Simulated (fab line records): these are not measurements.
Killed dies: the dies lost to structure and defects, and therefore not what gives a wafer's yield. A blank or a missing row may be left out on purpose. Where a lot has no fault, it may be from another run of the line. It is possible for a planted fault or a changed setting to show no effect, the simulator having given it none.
Lot-split experiment || flow n5 finfet || 39 wafers read from 7 lots, route of 1938 steps

== ABOUT THE SPLIT ==
At N5_BEOL_M6_ILD_DEP_00 (deposits SiCOH lowk from DEMS/porogen, target thk 179.75 nm, time 33.4 s), the setting time s was moved away from the recipe's 33.4 s on 9 of the 39 wafers read, by -48.4% to +28.0%. The other wafers ran this setting at the recipe's value.

== BETWEEN THE SPLIT AND THE READING: the file shows 1 step in between ==
- N5_BEOL_M6_CURE_74: cures SiCOH lowk, time 240 s

== THE READING ==
M6_ILD_THK in nanometres, read at N5_BEOL_M6_THK_MEAS_01. Fault-free wafers of this fab line usually give 155.3 nm, standard deviation 2.3 nm.

{"wafer": "L076.1", "tool, chamber at the split": "pecvd-03, 0", "time s as run, s": 33.4, "against the recipe": "recipe", "M6_ILD_THK, nm": 152.4, "against lot-mates on the recipe": "-"}
{"wafer": "L076.4", "tool, chamber at the split": "pecvd-03, 1", "time s as run, s": 33.4, "against the recipe": "recipe", "M6_ILD_THK, nm": 154.6, "against lot-mates on the recipe": "-"}
{"wafer": "L076.6", "tool, chamber at the split": "pecvd-03, 0", "time s as run, s": 33.4, "against the recipe": "recipe", "M6_ILD_THK, nm": 156.1, "against lot-mates on the recipe": "-"}
{"wafer": "L078.1", "tool, chamber at the split": "pecvd-04, 1", "time s as run, s": 17.22, "against the recipe": "-48.4%", "M6_ILD_THK, nm": 83.1, "against lot-mates on the recipe": -73.6}
{"wafer": "L078.2", "tool, chamber at the split": "pecvd-04, 0", "time s as run, s": 17.22, "against the recipe": "-48.4%", "M6_ILD_THK, nm": 83.6, "against lot-mates on the recipe": -73.1}
{"wafer": "L078.3", "tool, chamber at the split": "pecvd-04, 2", "time s as run, s": 33.4, "against the recipe": "recipe", "M6_ILD_THK, nm": 154.7, "against lot-mates on the recipe": "-"}
{"wafer": "L078.4", "tool, chamber at the split": "pecvd-04, 0", "time s as run, s": 33.4, "against the recipe": "recipe", "M6_ILD_THK, nm": 158.6, "against lot-mates on the recipe": "-"}
{"wafer": "L078.5", "tool, chamber at the split": "pecvd-04, 1", "time s as run, s": 17.22, "against the recipe": "-48.4%", "M6_ILD_THK, nm": 83.2, "against lot-mates on the recipe": -73.5}
{"wafer": "L078.6", "tool, chamber at the split": "pecvd-04, 2", "time s as run, s": 33.4, "against the recipe": "recipe", "M6_ILD_THK, nm": 156.7, "against lot-mates on the recipe": "-"}
{"wafer": "L082.1", "tool, chamber at the split": "pecvd-01, 0", "time s as run, s": 33.4, "against the recipe": "recipe", "M6_ILD_THK, nm": 155.4, "against lot-mates on the recipe": "-"}
{"wafer": "L082.2", "tool, chamber at the split": "pecvd-01, 1", "time s as run, s": 33.4, "against the recipe": "recipe", "M6_ILD_THK, nm": 155.9, "against lot-mates on the recipe": "-"}
{"wafer": "L082.3", "tool, chamber at the split": "pecvd-01, 2", "time s as run, s": 33.4, "against the recipe": "recipe", "M6_ILD_THK, nm": 154.5, "against lot-mates on the recipe": "-"}
{"wafer": "L082.4", "tool, chamber at the split": "pecvd-01, 2", "time s as run, s": 33.4, "against the recipe": "recipe", "M6_ILD_THK, nm": 155.8, "against lot-mates on the recipe": "-"}
{"wafer": "L082.5", "tool, chamber at the split": "pecvd-01, 1", "time s as run, s": 33.4, "against the recipe": "recipe", "M6_ILD_THK, nm": 157.5, "against lot-mates on the recipe": "-"}
{"wafer": "L082.6", "tool, chamber at the split": "pecvd-01, 0", "time s as run, s": 33.4, "against the recipe": "recipe", "M6_ILD_THK, nm": 156.9, "against lot-mates on the recipe": "-"}
{"wafer": "L089.1", "tool, chamber at the split": "pecvd-01, 1", "time s as run, s": 22.7, "against the recipe": "-32.0%", "M6_ILD_THK, nm": 104.9, "against lot-mates on the recipe": -50.4}
{"wafer": "L089.2", "tool, chamber at the split": "pecvd-01, 0", "time s as run, s": 22.7, "against the recipe": "-32.0%", "M6_ILD_THK, nm": 106.6, "against lot-mates on the recipe": -48.7}
{"wafer": "L089.3", "tool, chamber at the split": "pecvd-01, 2", "time s as run, s": 33.4, "against the recipe": "recipe", "M6_ILD_THK, nm": 151.6, "against lot-mates on the recipe": "-"}
{"wafer": "L089.4", "tool, chamber at the split": "pecvd-01, 1,0", "time s as run, s": 33.4, "against the recipe": "recipe", "M6_ILD_THK, nm": 157.3, "against lot-mates on the recipe": "-"}
{"wafer": "L089.5", "tool, chamber at the split": "pecvd-01, 2", "time s as run, s": 22.7, "against the recipe": "-32.0%", "M6_ILD_THK, nm": 107.4, "against lot-mates on the recipe": -47.9}
{"wafer": "L089.6", "tool, chamber at the split": "pecvd-01, 1,0", "time s as run, s": 33.4, "against the recipe": "recipe", "M6_ILD_THK, nm": 157.1, "against lot-mates on the recipe": "-"}
{"wafer": "L094.1", "tool, chamber at the split": "pecvd-01, 2", "time s as run, s": 33.4, "against the recipe": "recipe", "M6_ILD_THK, nm": 154.6, "against lot-mates on the recipe": "-"}
{"wafer": "L094.2", "tool, chamber at the split": "pecvd-01, 1", "time s as run, s": 42.74, "against the recipe": "+28.0%", "M6_ILD_THK, nm": 196.4, "against lot-mates on the recipe": "+39.7"}
{"wafer": "L094.3", "tool, chamber at the split": "pecvd-01, 0", "time s as run, s": 42.74, "against the recipe": "+28.0%", "M6_ILD_THK, nm": 199.2, "against lot-mates on the recipe": "+42.5"}
{"wafer": "L094.4", "tool, chamber at the split": "pecvd-01, 0", "time s as run, s": 42.74, "against the recipe": "+28.0%", "M6_ILD_THK, nm": 200.2, "against lot-mates on the recipe": "+43.5"}
{"wafer": "L094.5", "tool, chamber at the split": "pecvd-01, 2", "time s as run, s": 33.4, "against the recipe": "recipe", "M6_ILD_THK, nm": 158.3, "against lot-mates on the recipe": "-"}
{"wafer": "L094.6", "tool, chamber at the split": "pecvd-01, 1", "time s as run, s": 33.4, "against the recipe": "recipe", "M6_ILD_THK, nm": 157.2, "against lot-mates on the recipe": "-"}
{"wafer": "L095.1", "tool, chamber at the split": "pecvd-04, 0", "time s as run, s": 33.4, "against the recipe": "recipe", "M6_ILD_THK, nm": 151.7, "against lot-mates on the recipe": "-"}
{"wafer": "L095.2", "tool, chamber at the split": "pecvd-04, 2", "time s as run, s": 33.4, "against the recipe": "recipe", "M6_ILD_THK, nm": 150.4, "against lot-mates on the recipe": "-"}
{"wafer": "L095.3", "tool, chamber at the split": "pecvd-04, 1", "time s as run, s": 33.4, "against the recipe": "recipe", "M6_ILD_THK, nm": 151.6, "against lot-mates on the recipe": "-"}
{"wafer": "L095.4", "tool, chamber at the split": "pecvd-04, 2", "time s as run, s": 33.4, "against the recipe": "recipe", "M6_ILD_THK, nm": 153.4, "against lot-mates on the recipe": "-"}
{"wafer": "L095.5", "tool, chamber at the split": "pecvd-04, 1,0", "time s as run, s": 33.4, "against the recipe": "recipe", "M6_ILD_THK, nm": 154.4, "against lot-mates on the recipe": "-"}
{"wafer": "L095.6", "tool, chamber at the split": "pecvd-04, 1,0", "time s as run, s": 33.4, "against the recipe": "recipe", "M6_ILD_THK, nm": 154.2, "against lot-mates on the recipe": "-"}
{"wafer": "L097.1", "tool, chamber at the split": "pecvd-04, 0", "time s as run, s": 33.4, "against the recipe": "recipe", "M6_ILD_THK, nm": 153.3, "against lot-mates on the recipe": "-"}
{"wafer": "L097.2", "tool, chamber at the split": "pecvd-04, 2", "time s as run, s": 33.4, "against the recipe": "recipe", "M6_ILD_THK, nm": 151.7, "against lot-mates on the recipe": "-"}
{"wafer": "L097.3", "tool, chamber at the split": "pecvd-04, 1", "time s as run, s": 33.4, "against the recipe": "recipe", "M6_ILD_THK, nm": 152.8, "against lot-mates on the recipe": "-"}
{"wafer": "L097.4", "tool, chamber at the split": "pecvd-04, 0", "time s as run, s": 33.4, "against the recipe": "recipe", "M6_ILD_THK, nm": 154.9, "against lot-mates on the recipe": "-"}
{"wafer": "L097.5", "tool, chamber at the split": "pecvd-04, 1", "time s as run, s": 33.4, "against the recipe": "recipe", "M6_ILD_THK, nm": 155.4, "against lot-mates on the recipe": "-"}
{"wafer": "L097.6", "tool, chamber at the split": "pecvd-04, 2", "time s as run, s": 33.4, "against the recipe": "recipe", "M6_ILD_THK, nm": 154.5, "against lot-mates on the recipe": "-"}
Where a row lists several chambers, the file gives one row for several wafers and doesn't say which wafer went through which chamber.

FIT RESULTS
A straight line over all 39 wafers: M6_ILD_THK changes by +1.5 nm for each +1% of time s; r = +1.00; the points scatter about the line by 2.1 nm.
The same after taking each lot's own level away (the mean of its wafers on the recipe; 39 wafers): +1.51 nm for each +1%; r = +1.00; scatter 1.5 nm.
On that fit, the largest move of time s shifts the reading by 73 nm.
Across the lots, their own levels run from 152.62 to 156.70 nm, a range of 1.8 times the standard deviation given above.
So the lot-to-lot level changes the slope little: the two slopes agree.
Check: with one of the wafers moved furthest among these (-48.4%) left out of the fit, the line predicts -73.4 nm for it against its lot-mates. Against them it came out at -73.6 nm.

== THE WHOLE CHAIN: every reading that the file lists as answering this split, in the file's order ==
{"step": "N5_BEOL_M6_ILD_DEP_00", "what it does": "deposits SiCOH lowk from DEMS/porogen, target thk 179.75 nm, time 33.4 s", "reading": "SiCOH_lowk_of_BEOL_M6_ILD_DEP_00.thk nm (the simulator's own value, which no gauge read)", "change (the file's fit)": "+1.74 nm for each +1% of the setting", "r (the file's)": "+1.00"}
{"step": "N5_BEOL_M6_CURE_74", "what it does": "cures SiCOH lowk, time 240 s", "reading": "SiCOH_lowk_of_BEOL_M6_ILD_DEP_00.thk nm (the simulator's own value, which no gauge read)", "change (the file's fit)": "+1.52 nm for each +1% of the setting", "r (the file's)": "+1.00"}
{"step": "N5_BEOL_M6_THK_MEAS_01", "what it does": "", "reading": "M6_ILD_THK", "change (the file's fit)": "+1.51 for each +1% of the setting", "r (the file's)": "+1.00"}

== THE FILE'S OWN FIT ==
M6_ILD_THK changes by +1.51 nm for each +1% of time s, r = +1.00.
